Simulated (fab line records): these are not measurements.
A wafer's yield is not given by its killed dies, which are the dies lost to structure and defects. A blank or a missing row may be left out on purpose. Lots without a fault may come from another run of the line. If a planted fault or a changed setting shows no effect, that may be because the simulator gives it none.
fab line records	flow nand-harc	part 2 of 2: steps 5 to 6 of 6
record lots=23	wafers=69	last-day=34
route steps=1302 shown P_ZERO_WELL@18 P_STI@109 P_GATE@172 P_CONTACT@237
lots that met no fault: from a run of the same line without faults
start-h: the number of hours between the record's first day and the start of the first shown wafer of the lot	wait-h: time in hours since the lot's previous step	" same as the row above	L1.1+2: several wafers, shown together as one row	- no value, or no start was given	* or withheld: withheld	< > ~ a bound
route shown NAME@n: names a module that has steps shown in the file, with the first one's number in the route	usual: mean/standard deviation of fault-free wafers	same: alike in all rows	chamber/n: place in a boat	sites: each site's reading	_std_site: the values' standard deviation	_edge_site: outer sites' mean less inner sites'	radius-mm: how far each site lies from the wafer's centre	mask NAME#n: copy n	behind: the tool/chamber that last shaped the wafer	hold: why the lot went on hold/how many hours it stayed there/how the hold came to an end	device: which transistor (n, p or np) failed to switch	end of line: the same wafers' tests at the end of the route	where a step has no rows: the recipe by itself	killed: count of dies lost to structure and defects at first sort (not the wafer's yield)	map: shows each die of a wafer: x if killed, . if not, _ if none is there
set.NAME: setting as actually run; set.NAME@STEP: the setting as run at that earlier step	model.NAME: the simulator's own value behind a step, which no gauge read
a sample of lots followed through the steps of the route, with each step as a table and each wafer as a row
services: from which hour (start-h, from the record's first day; less than 0 if before it) a tool's chamber was out of use, for how many hours, and why
## steps
# step NHARC_P_GATE_DESCUM_48
# recipe time-s=3	o2-flow-sccm=200	ar-flow-sccm=0	bias-power-w=0	chemistry=O2
# usual drypump-motor-current-A=5.9/0.31	oes-product-au=0.993/0.0099	rf-vpp-V=57.9/0.91	showerhead-plenum-p-Torr=1.92/0.092	throttle-valve-pct=11.311/0.0084
lot.wafer	tool	chamber	start-h	wait-h	drypump-motor-current-A	oes-product-au	rf-hours-counter-h	rf-vpp-V	showerhead-plenum-p-Torr	throttle-valve-pct
L074.1	rie-diel-10	0	113.87	-	6.2	0.999	1	59.4	1.94	11.327
L074.2	"	1	"	"	6.1	0.987	1	57.7	1.80	11.304
L074.5	"	0	"	"	6.2	0.992	-	57.6	1.94	11.312
L075.3	rie-diel-10	0	120.37	-	6.3	0.990	2	57.4	1.94	11.314
L075.6	"	3	"	"	6.1	0.985	-	55.8	1.94	11.311
L075.5	"	0	"	"	6.2	0.999	-	58.8	1.94	11.315
L076.1	rie-diel-12	0	129.95	-	5.9	1.008	3	56.0	1.81	11.316
L076.3	"	1	"	"	6.2	0.980	2	58.2	1.82	11.314
L076.2	"	2	"	"	5.6	0.976	2	58.9	1.93	11.301
L077.3	rie-diel-12	0	140.24	-	5.9	1.017	3	57.3	1.81	11.328
L077.2	"	1	"	"	6.2	0.991	3	56.9	1.82	11.307
L077.6	"	0	"	"	6.0	1.026	-	58.4	1.81	11.305
L079.4	rie-diel-04	0	153.69	-	5.5	0.986	9	59.3	1.97	11.291
L079.3	"	1	"	"	5.4	1.000	9	58.8	2.05	11.325
L079.5	"	3	"	"	6.5	1.006	-	57.2	2.06	11.307
L078.2	rie-diel-10	0	153.83	-	6.2	0.989	4	57.7	1.94	11.303
L078.4	"	1	"	"	6.1	0.991	4	57.9	1.80	11.311
L078.5	"	0	"	"	6.2	0.989	-	59.0	1.94	11.304
L080.3	rie-diel-04	1	176.84	-	5.4	0.995	9	58.7	2.05	11.312
L080.5	"	1	"	"	5.4	1.003	-	58.3	2.05	11.306
L080.6	"	2	"	"	5.7	0.999	-	58.1	1.97	11.314
L081.4	rie-diel-10	2	186.62	-	6.0	1.009	6	58.2	2.00	11.319
L081.3	"	3	"	"	6.1	0.991	6	57.4	1.94	11.323
L081.1	"	0	"	"	6.2	0.997	6	58.5	1.94	11.317
L083.1	rie-diel-12	0	202.16	-	6.0	1.009	8	57.2	1.81	11.299
L083.6	"	3	"	"	5.8	0.997	-	57.6	1.78	11.295
L083.5	"	0	"	"	6.0	1.006	-	56.4	1.81	11.313
L084.1	rie-diel-04	2	217.29	-	5.6	0.998	1	58.2	1.97	11.301
L084.3	"	3	"	"	6.5	1.005	1	58.1	2.06	11.316
L084.6	"	2	"	"	5.7	0.985	-	58.3	1.97	11.313
L085.1	rie-diel-12	1	224.23	-	6.2	0.979	8	58.2	1.81	11.317
L085.3	"	0	"	"	6.0	0.996	9	58.3	1.81	11.309
L085.5	"	2	"	"	5.6	0.973	-	58.7	1.93	11.316
L086.1	rie-diel-10	1	237.58	-	6.1	0.989	9	57.1	1.80	11.300
L086.4	"	3	"	"	6.1	0.995	10	58.6	1.94	11.307
L086.5	"	1	"	"	6.1	0.987	-	57.1	1.80	11.307
L088.4	rie-diel-04	2	258.54	-	5.7	0.989	2	58.8	1.97	11.321
L088.1	"	1	"	"	5.4	0.994	3	57.5	2.05	11.308
L088.5	"	2	"	"	5.7	0.982	-	58.1	1.97	11.312
L087.2	rie-diel-12	1	259.78	-	6.2	0.983	10	58.3	1.81	11.304
L087.1	"	3	"	"	5.8	0.989	8	58.1	1.78	11.300
L087.3	"	0	"	"	6.0	1.007	11	56.9	1.81	11.304
L090.2	rie-diel-12	1	277.64	-	6.2	0.982	0	58.3	1.81	11.298
L090.3	"	2	"	"	5.6	0.989	0	59.0	1.93	11.312
L090.1	"	3	"	"	5.8	1.002	0	57.3	1.78	11.305
L089.3	rie-diel-04	1	278.46	-	5.4	1.005	4	59.1	2.05	11.314
L089.5	"	3	"	"	6.5	1.000	-	58.8	2.06	11.315
L089.6	"	0	"	"	5.4	1.009	-	59.5	1.97	11.306
L091.1	rie-diel-10	1	280.47	-	6.1	0.982	2	57.4	1.80	11.306
L091.5	"	3	"	"	6.1	0.990	-	58.0	1.94	11.320
L091.6	"	0	"	"	6.2	0.994	-	58.1	1.94	11.300
L092.1	rie-diel-12	1	288.45	-	6.2	0.990	0	57.5	1.81	11.312
L092.2	"	2	"	"	5.6	0.996	0	57.2	1.93	11.312
L092.5	"	1	"	"	6.2	0.983	-	57.3	1.81	11.319
L093.4	rie-diel-04	3	313.55	-	6.5	0.988	4	59.7	2.06	11.304
L093.2	"	2	"	"	5.6	0.986	4	57.6	1.97	11.303
L093.6	"	3	"	"	6.5	0.998	-	56.9	2.06	11.312
L094.4	rie-diel-12	3	313.72	-	5.8	0.993	2	58.4	1.78	11.310
L094.1	"	0	"	"	6.0	1.009	2	56.8	1.81	11.327
L094.3	"	1	"	"	6.2	0.982	2	58.6	1.81	11.311
L095.1	rie-diel-10	0	319.89	-	6.2	0.996	5	57.2	1.94	11.320
L095.4	"	2	"	"	6.0	0.999	6	58.0	2.00	11.296
L095.3	"	3	"	"	6.1	0.991	6	57.2	1.94	11.315
L096.4	rie-diel-04	3	331.53	-	6.5	1.008	5	57.8	2.06	11.297
L096.1	"	1	"	"	5.4	0.994	6	59.9	2.05	11.305
L096.6	"	2	"	"	5.6	0.987	-	58.8	1.97	11.319
L097.2	rie-diel-10	0	346.46	-	6.2	1.004	7	57.2	1.94	11.295
L097.1	"	3	"	"	6.1	0.998	8	57.4	1.94	11.311
L097.5	"	0	"	"	6.2	1.003	-	57.2	1.94	11.312
# step NHARC_P_CONTACT_ETCH_36
# recipe target-depth-a=2600	over-etch-frac=0.25	time-s=406.25	ion-energy-ev=200	n2-flow-sccm=150	h2-flow-sccm=150	ar-flow-sccm=0	rf-w=400	bias-w=150	chemistry=N2/H2
# usual drypump-motor-current-A=5.9/0.52	h2-flow-sccm=149.9/0.41	oes-product-au=1.002/0.011	rf-vpp-V=431.1/2.6	showerhead-plenum-p-Torr=2.06/0.093	throttle-valve-pct=14.171/0.0085
lot.wafer	tool	chamber	start-h	wait-h	drypump-motor-current-A	h2-flow-sccm	oes-product-au	rf-hours-counter-h	rf-vpp-V	showerhead-plenum-p-Torr	throttle-valve-pct
L074.2	rie-diel-05	0	-	-	5.5	149.6	1.005	2.8	433.4	2.17	14.172
L074.1	"	1	"	"	5.7	150.2	0.993	2.8	428.5	1.93	14.180
L074.5	"	2	"	"	6.2	150.2	1.006	-	431.8	2.11	14.166
L075.3	rie-diel-07	2	-	-	6.5	148.7	0.984	0.1	429.8	2.06	14.174
L075.5	"	0	"	"	5.0	150.4	0.996	-	432.2	2.11	14.173
L075.6	"	1	"	"	5.4	150.1	1.022	-	427.7	1.98	14.170
L076.2	rie-diel-07	1	-	-	5.4	149.9	1.014	0.7	428.9	1.98	14.159
L076.1	"	3	"	"	5.0	150.2	1.005	0.5	434.1	2.19	14.168
L076.3	"	0	"	"	5.1	149.1	0.999	0.7	432.9	2.11	14.192
L077.3	rie-diel-05	3	-	-	6.3	149.9	1.020	4.5	427.6	1.96	14.178
L077.2	"	1	"	"	5.7	149.8	1.012	5.1	426.8	1.93	14.165
L077.6	"	0	"	"	5.5	150.3	1.015	-	432.9	2.17	14.161
L079.3	rie-diel-05	1	-	-	5.7	149.6	0.988	5.8	428.8	1.93	14.179
L079.4	"	3	"	"	6.3	150.0	1.027	5.2	429.6	1.96	14.178
L079.5	"	2	"	"	6.2	149.9	0.997	-	433.0	2.11	14.178
L078.2	rie-diel-07	1	-	-	5.4	149.6	1.008	1.6	428.4	1.98	14.163
L078.4	"	3	"	"	5.0	149.7	1.011	1.2	433.2	2.19	14.177
L078.5	"	0	"	"	5.1	149.3	0.999	-	432.1	2.11	14.171
L080.3	rie-diel-05	2	-	-	6.1	149.4	1.009	6.3	432.4	2.11	14.173
L080.5	"	0	"	"	5.5	149.7	0.997	-	434.6	2.17	14.163
L080.6	"	1	"	"	5.7	149.6	0.995	-	426.3	1.93	14.163
L081.1	rie-diel-06	1	-	-	6.2	150.2	0.999	0.8	432.3	2.15	14.178
L081.4	"	3	"	"	6.0	149.9	0.983	0.7	429.0	1.95	14.159
L081.3	"	0	"	"	6.5	149.6	0.990	0.8	432.9	2.15	14.184
L083.1	rie-diel-05	2	-	-	6.1	150.1	0.999	7.1	431.8	2.11	14.169
L083.6	"	1	"	"	5.7	150.3	0.991	-	427.2	1.93	14.164
L083.5	"	2	"	"	6.1	149.2	1.006	-	431.5	2.11	14.166
L084.3	rie-diel-07	0	-	-	5.1	150.1	1.002	2.8	432.1	2.11	14.161
L084.1	"	3	"	"	5.1	149.6	1.002	2.6	434.1	2.19	14.159
L084.6	"	0	"	"	5.1	150.2	1.004	-	432.6	2.11	14.176
L085.1	rie-diel-06	2	-	-	6.6	149.5	1.011	1.7	429.3	1.97	14.171
L085.3	"	3	"	"	6.0	150.4	0.986	1.6	429.6	1.94	14.189
L085.5	"	2	"	"	6.6	149.6	1.001	-	428.7	1.97	14.170
L086.1	rie-diel-05	0	-	-	5.5	149.3	0.987	0.6	433.7	2.17	14.172
L086.4	"	1	"	"	5.7	149.6	1.009	0.8	426.3	1.93	14.166
L086.5	"	2	"	"	6.1	150.1	1.010	-	431.2	2.11	14.187
L088.4	rie-diel-06	3	-	-	6.0	150.4	0.984	2.7	428.5	1.94	14.155
L088.1	"	0	"	"	6.4	150.3	1.005	2.6	433.5	2.15	14.165
L088.5	"	3	"	"	6.0	149.9	0.990	-	426.4	1.94	14.177
L087.1	rie-diel-07	3	-	-	5.0	150.0	1.011	4.2	434.9	2.19	14.171
L087.3	"	0	"	"	5.1	149.4	1.004	4.5	432.2	2.11	14.169
L087.2	"	1	"	"	5.4	150.2	1.015	3.6	429.1	1.98	14.170
L090.2	rie-diel-07	0	-	-	5.1	149.9	1.008	4.7	431.9	2.11	14.178
L090.1	"	2	"	"	6.5	150.1	0.980	4.7	431.5	2.06	14.151
L090.3	"	3	"	"	5.1	150.1	1.005	4.7	433.8	2.19	14.158
L089.3	rie-diel-05	2	-	-	6.2	149.6	1.009	3.9	432.3	2.11	14.159
L089.5	"	3	"	"	6.3	150.3	1.013	-	428.0	1.96	14.168
L089.6	"	0	"	"	5.5	150.3	0.985	-	434.7	2.17	14.163
L091.1	rie-diel-05	1	-	-	5.7	150.2	1.006	3.7	426.7	1.93	14.177
L091.6	"	0	"	"	5.5	150.3	0.982	-	435.7	2.17	14.168
L091.5	"	1	"	"	5.7	150.7	1.000	-	427.1	1.93	14.182
L092.2	rie-diel-05	2	-	-	6.2	149.9	1.005	4.5	430.7	2.11	14.175
L092.1	"	3	"	"	6.3	150.2	1.023	4.5	428.9	1.96	14.171
L092.5	"	0	"	"	5.5	149.5	0.991	-	433.2	2.17	14.171
L093.4	rie-diel-07	2	-	-	6.5	150.0	0.990	0.4	429.6	2.06	14.170
L093.2	"	3	"	"	5.0	150.0	1.007	0.3	435.0	2.19	14.168
L093.6	"	1	"	"	5.3	150.1	1.013	-	427.3	1.98	14.175
L094.3	rie-diel-06	0	-	-	6.5	150.6	1.001	0.1	433.6	2.15	14.179
L094.1	"	1	"	"	6.2	150.1	0.996	0.2	432.8	2.15	14.152
L094.4	"	1	"	"	6.2	150.1	0.987	-	432.7	2.15	14.174
L095.1	rie-diel-05	0	-	-	5.6	150.1	0.974	5.0	433.4	2.17	14.167
L095.3	"	2	"	"	6.1	149.9	1.008	5.4	432.7	2.11	14.180
L095.4	"	0	"	"	5.5	149.9	0.978	-	434.4	2.17	14.158
L096.1	rie-diel-07	3	-	-	5.1	150.2	0.994	1.0	434.8	2.19	14.167
L096.4	"	0	"	"	5.1	149.8	1.003	1.0	432.3	2.11	14.162
L096.6	"	2	"	"	6.5	150.2	0.985	-	430.4	2.06	14.171
L097.1	rie-diel-05	3	-	-	6.3	149.7	1.016	6.7	427.0	1.96	14.175
L097.2	"	0	"	"	5.5	150.9	0.994	6.5	434.0	2.17	14.182
L097.5	"	0	"	"	5.5	150.5	0.977	-	434.4	2.17	14.190
## services
tool	chamber	start-h	hours	kind
rie-diel-07	1	11.01	21.1	repair
rie-diel-11	2	14.90	4.1	repair
rie-diel-07	0	19.88	7.3	repair
rie-diel-10	2	23.63	9.8	repair
rie-diel-11	3	27.81	3.5	repair
rie-diel-12	-	28.88	0.2	repair
rie-diel-05	0	42.93	3.1	repair
rie-si-03	-	44.00	9.0	pm
rie-si-06	-	47.72	45.5	repair
rie-diel-05	-	52.60	9.0	pm
rie-diel-12	1	65.08	2.2	repair
rie-diel-10	-	65.50	9.0	pm
rie-si-03	-	71.30	0.2	repair
rie-diel-07	2	81.37	15.7	repair
rie-diel-11	-	81.60	9.0	pm
rie-diel-12	-	91.40	9.0	pm
rie-diel-05	2	138.54	8.7	repair
rie-diel-05	-	202.53	1.9	repair
rie-diel-11	1	218.96	1.8	repair
rie-diel-05	-	229.60	9.0	pm
rie-diel-11	-	258.98	9.0	pm
rie-diel-05	-	314.50	1.0	repair
rie-diel-05	1	325.77	4.3	repair
rie-diel-05	2	343.85	10.0	repair
